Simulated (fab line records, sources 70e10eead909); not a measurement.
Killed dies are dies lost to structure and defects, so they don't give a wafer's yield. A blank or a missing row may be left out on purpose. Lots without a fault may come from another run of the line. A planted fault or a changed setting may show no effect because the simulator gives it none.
Which tool did it? | flow nand_harc | 12 lots, 36 wafers sampled, at 5 steps of a route of 1302

WHAT THE GAUGES READ, wafer by wafer
NHARC_P_STI_INSPECT_25. Usual: raw_defect_count 213, standard deviation 84.
lot  | measured     | on                | raw_defect_count | flag
L553 | day 4 00:33  | defect_inspect-02 | 128 110 155      |
L554 | day 4 09:33  | defect_inspect-02 | 119 130 109      |
L555 | day 4 22:32  | defect_inspect-01 | 115 146 290      |
L558 | day 6 03:53  | defect_inspect-02 | 147 198 149      |
L564 | day 8 13:15  | defect_inspect-02 | 133 265 229      |
L568 | day 10 02:52 | defect_inspect-02 | 157 173 207      |
L574 | day 12 19:30 | defect_inspect-01 | 244 263 256      |
L575 | day 13 02:50 | defect_inspect-01 | 382 200 303      |
L576 | day 13 15:29 | defect_inspect-01 | 181 131 87       |

NHARC_END_SORT_01. Usual: killed_at_array 49, standard deviation 19; killed_at_other 0.9, standard deviation 1.1; killed_at_periphery 4.0, standard deviation 2.7; killed_dies 54, standard deviation 19; killed_open 3.3, standard deviation 1.8; killed_short 2.6, standard deviation 1.6.
lot  | measured     | on        | killed_at_array | killed_at_other | killed_at_periphery | killed_dies | killed_open | killed_short | flag
L565 | day 29 14:22 | prober-02 | 59 51 39        | 1 3 0           | 617 623 638         | 677 677 677 | 5 4 4       | 3 1 1        | OFF
L566 | day 30 19:33 | prober-02 | 86 79 63        | 1 1 2           | 590 597 612         | 677 677 677 | 3 4 4       | 1 1 1        | OFF
L567 | day 31 03:23 | prober-01 | 61 53 67        | 1 2 0           | 615 622 610         | 677 677 677 | 3 2 3       | 2 3 1        | OFF

WHICH TOOL RAN EACH LOT (tool, then ch and the chambers of the sampled wafers, then the start)
lot  | NHARC_P_ZERO_WELL_ETCH_62                     | NHARC_P_ZERO_WELL_IMPLANT_58    | NHARC_P_STI_ETCH_42
L553 | rie_diel-05 ch 0,2,3, day 1 23:34 or earlier  | implanter-02 ch 0, day 1 23:34  | rie_diel-10 ch 1,2,3, day 2 20:45
L554 | rie_diel-13 ch 1,2,3, day 2 09:23 or earlier  | implanter-02 ch 0, day 2 09:23  | rie_diel-01 ch 0,2,3, day 3 06:48
L555 | rie_diel-08 ch 1,2,3, day 2 19:20 or earlier  | implanter-02 ch 0, day 2 19:20  | rie_diel-09 ch 0,1,3, day 3 17:20
L558 | rie_diel-13 ch 0,1,2, day 4 01:22 or earlier  | implanter-01 ch 0, day 4 01:22  | rie_diel-01 ch 0,2,3, day 5 01:10
L564 | rie_diel-08 ch 1,2,3, day 6 13:16 or earlier  | implanter-01 ch 0, day 6 13:16  | rie_diel-01 ch 2,3, day 7 11:14
L565 | rie_diel-13 ch 1,2, day 6 23:14 or earlier    | implanter-01, day 6 23:14       | -
L566 | rie_diel-13 ch 1,2,3, day 7 09:20 or earlier  | implanter-01, day 7 09:20       | -
L567 | rie_diel-05 ch 0,2, day 7 19:19 or earlier    | implanter-02, day 7 19:19       | -
L568 | rie_diel-08 ch 0,1,3, day 8 05:41 or earlier  | implanter-02 ch 0, day 8 05:41  | rie_diel-01 ch 1,2,3, day 9 02:44
L574 | rie_diel-13 ch 0,1,2, day 10 17:15 or earlier | implanter-01 ch 0, day 10 17:15 | rie_diel-09 ch 0,1,3, day 11 13:59
L575 | rie_diel-05 ch 0,1,2, day 11 03:10 or earlier | implanter-02 ch 0, day 11 03:10 | rie_diel-01 ch 0,2,3, day 12 00:32
L576 | rie_diel-05 ch 1,2, day 11 13:29 or earlier   | implanter-01 ch 0, day 11 13:29 | rie_diel-01 ch 0,1,2, day 12 10:43
- NHARC_P_ZERO_WELL_ETCH_62: etches the open film in CHF3/Ar, target depth 13 nm, time 6.5 s.
- NHARC_P_ZERO_WELL_IMPLANT_58
- NHARC_P_STI_ETCH_42: etches the open film in N2/H2, target depth 80 nm, overetch 24 nm, time 61 s.

WHAT THE TOOLS THEMSELVES READ (means of the sampled wafers that have a number; where no wafer has one, the mark that the record gives instead)
NHARC_P_ZERO_WELL_ETCH_62. Usual: drypump_motor_current_A 5.9 A, standard deviation 0.35; mfc_ar_sccm 200.0 sccm, standard deviation 0.63; oes_product_au 0.965 a.u., standard deviation 0.018; rf_vpp_V 369.7 V, standard deviation 2.9; showerhead_plenum_p_Torr 2.30 Torr, standard deviation 0.12; throttle_valve_pct 20.217 %, standard deviation 0.01.
lot  | tool        | drypump_motor_current_A (A) | mfc_ar_sccm (sccm) | oes_product_au (a.u.) | rf_vpp_V (V) | showerhead_plenum_p_Torr (Torr) | throttle_valve_pct (%) | flag
L553 | rie_diel-05 | 5.8                         | 199.5              | 0.968                 | 369.5        | 2.30                            | 20.203                 |
L554 | rie_diel-13 | 6.1                         | 200.7              | 0.955                 | 369.8        | 2.32                            | 20.222                 |
L555 | rie_diel-08 | 5.8                         | 200.3              | 0.975                 | 368.8        | 2.26                            | 20.214                 |
L558 | rie_diel-13 | 6.0                         | 200.2              | 0.929                 | 370.9        | 2.32                            | 20.214                 |
L564 | rie_diel-08 | 5.8                         | 200.2              | 0.956                 | 368.5        | 2.25                            | 20.222                 |
L565 | rie_diel-13 | 6.0                         | 200.1              | 0.966                 | 370.2        | 2.29                            | 20.221                 |
L566 | rie_diel-13 | 6.1                         | 199.4              | 0.961                 | 370.0        | 2.30                            | 20.211                 |
L567 | rie_diel-05 | 5.7                         | 200.2              | 0.982                 | 369.3        | 2.28                            | 20.217                 |
L568 | rie_diel-08 | 5.8                         | 200.2              | 0.930                 | 369.8        | 2.30                            | 20.211                 |
L574 | rie_diel-13 | 6.0                         | 200.2              | 0.979                 | 372.6        | 2.42                            | 20.205                 |
L575 | rie_diel-05 | 5.8                         | 200.7              | 0.973                 | 370.7        | 2.35                            | 20.225                 |
L576 | rie_diel-05 | 5.9                         | 199.6              | 0.962                 | 371.7        | 2.38                            | 20.219                 |

NHARC_P_ZERO_WELL_IMPLANT_58. Usual: beam_energy_keV 100.00, standard deviation 0.031; beam_on_s 10.00 s, standard deviation 0.22; faraday_current_uA 25.4, standard deviation 0.55; tilt_deg 6.997 degrees, standard deviation 0.02.
lot  | tool         | beam_energy_keV | beam_on_s (s) | faraday_current_uA | tilt_deg (degrees) | flag
L553 | implanter-02 | 100.00          | 10.14         | 25.0               | 7.003              |
L554 | implanter-02 | 99.98           | 9.77          | 26.0               | 6.995              |
L555 | implanter-02 | 100.00          | 10.23         | 24.8               | 7.011              |
L558 | implanter-01 | 100.00          | 9.81          | 25.8               | 6.998              |
L564 | implanter-01 | 100.01          | 9.92          | 25.6               | 7.026              |
L565 | implanter-01 | -               | -             | -                  | -                  | OFF
L566 | implanter-01 | -               | -             | -                  | -                  | OFF
L567 | implanter-02 | -               | -             | -                  | -                  | OFF
L568 | implanter-02 | 100.02          | 10.10         | 25.1               | 6.986              |
L574 | implanter-01 | 100.01          | 10.04         | 25.3               | 6.973              |
L575 | implanter-02 | 99.99           | 9.76          | 26.0               | 7.012              |
L576 | implanter-01 | 100.00          | 10.11         | 25.1               | 6.985              |

NHARC_P_STI_ETCH_42. Usual: drypump_motor_current_A 5.8 A, standard deviation 0.52; mfc_ar_sccm 0.012 sccm, standard deviation 0.014; oes_product_au 1.000 a.u., standard deviation 0.0091; rf_vpp_V 430.8 V, standard deviation 2.6; showerhead_plenum_p_Torr 2.05 Torr, standard deviation 0.089; throttle_valve_pct 14.172 %, standard deviation 0.0093.
lot  | tool        | drypump_motor_current_A (A) | mfc_ar_sccm (sccm) | oes_product_au (a.u.) | rf_vpp_V (V) | showerhead_plenum_p_Torr (Torr) | throttle_valve_pct (%) | flag
L553 | rie_diel-10 | 6.0                         | 0.012              | 0.999                 | 432.1        | 2.08                            | 14.168                 |
L554 | rie_diel-01 | 5.4                         | 0.010              | 1.005                 | 430.2        | 2.02                            | 14.160                 |
L555 | rie_diel-09 | 6.4                         | 0.014              | 0.997                 | 431.7        | 2.08                            | 14.174                 |
L558 | rie_diel-01 | 5.4                         | 0.010              | 1.010                 | 430.2        | 2.02                            | 14.164                 |
L564 | rie_diel-01 | 5.2                         | 0.014              | 0.995                 | 428.7        | 1.99                            | 14.174                 |
L568 | rie_diel-01 | 5.6                         | 0.011              | 0.998                 | 429.2        | 1.99                            | 14.176                 |
L574 | rie_diel-09 | 6.3                         | 0.014              | 0.993                 | 431.7        | 2.08                            | 14.169                 |
L575 | rie_diel-01 | 5.4                         | 0.010              | 1.001                 | 430.5        | 2.02                            | 14.171                 |
L576 | rie_diel-01 | 5.8                         | 0.013              | 0.990                 | 428.6        | 1.97                            | 14.174                 |

THE ANSWER, worked out from the rows above alone
Rule: a lot is off if the mean of its wafers that have a number lies more than 3 standard deviations from the usual mean. A lot without any number at a reading at which 4 lots or more have one is off too. The other lots that the step has rows for count as sound. The gauges are gone through in route order, then the tools' own readings, and for those a lot's mean is taken as printed above. The first step at which some lot is off is used, and at that step the reading that is off furthest; a lot without a number counts as furthest.
Off: L565, L566, L567, at NHARC_END_SORT_01 (killed_at_periphery). Neither off nor sound, because the step has no rows for them: L553, L554, L555, L558, L564, L568, L574, L575, L576.
A tool fits if, at a process step before that reading, it ran every lot that is off, and no sound lot after the first of them. The gauges at NHARC_END_SORT_01 aren't tried: what is off there is off at NHARC_P_ZERO_WELL_IMPLANT_58 too, on other tools, and a gauge's error can't cause that. NHARC_P_ZERO_WELL_ETCH_62 gives no start for some lots, so the hours and the order of its lots are those of NHARC_P_ZERO_WELL_IMPLANT_58. None of those tried fits.

WHAT THE SIMULATOR HAD PUT IN
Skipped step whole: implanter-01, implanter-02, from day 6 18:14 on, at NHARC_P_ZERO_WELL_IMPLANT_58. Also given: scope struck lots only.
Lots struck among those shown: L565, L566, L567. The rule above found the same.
